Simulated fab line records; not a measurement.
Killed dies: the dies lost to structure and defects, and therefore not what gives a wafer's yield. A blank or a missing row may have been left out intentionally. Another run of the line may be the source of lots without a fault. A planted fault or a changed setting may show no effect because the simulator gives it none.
Chamber matching ; flow n5_finfet ; 3 sister chambers for N5_BEOL_M6_DEP_56 on pecvd-01
The step deposits SiCN from 3MS/NH3, target thk 10 nm, time 17.5 s. 6 wafers are shown with their chamber, then 11 later ones without.

WAFERS, EACH WITH ITS CHAMBER
wafer;chamber;throttle_valve_pct (%);showerhead_plenum_p_Torr (Torr)
L091.1;2;8.3;3.658
L091.5;0;8.3;3.646
L092.1;0;8.1;3.635
L092.2;1;8.7;3.648
L092.3;2;8.2;3.657
L092.4;1;8.5;3.645

WAFERS WITHOUT THEIR CHAMBER
wafer;throttle_valve_pct (%);showerhead_plenum_p_Torr (Torr)
L092.5;8.2;3.642
L092.6;8.4;3.655
L094.1;8.1;3.669
L094.5;8.4;3.644
L094.6;8.7;3.641
L093.1;8.9;3.649
L093.4;8.8;3.646
L093.5;8.4;3.643
L097.1;8.5;3.664
L097.3;8.8;3.633
L097.5;8.6;3.660

THE CHAMBER EACH PASSED THROUGH
wafer;from the rows above;in truth
L092.5;0;0
L092.6;can't be placed: 2 or 1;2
L094.1;2;2
L094.5;can't be placed: 1 or 0 or 2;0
L094.6;1;1
L093.1;1;1
L093.4;1;1
L093.5;can't be placed: 0 or 1 or 2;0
L097.1;can't be placed: 2 or 1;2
L097.3;can't be placed: 1 or 0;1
L097.5;can't be placed: 1 or 2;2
Placed correctly: 5 of 11. From these rows, 6 cannot be placed; in 6 the true chamber is one of the candidates. 0 placed wrongly.
How it was worked out, from the rows above alone: a wafer's distance from a chamber is the root of the sum, over the readings, of the square of ((its reading less the chamber's mean) divided by the reading's scatter). The wafer belongs to the nearest chamber; if the next one is less than 2 further off, it can't be placed. Each chamber's mean is taken over the wafers shown for it. The scatter: the root of (the sum of the squares of (reading less its chamber's mean) over the shown wafers, divided by (wafers less chambers)).
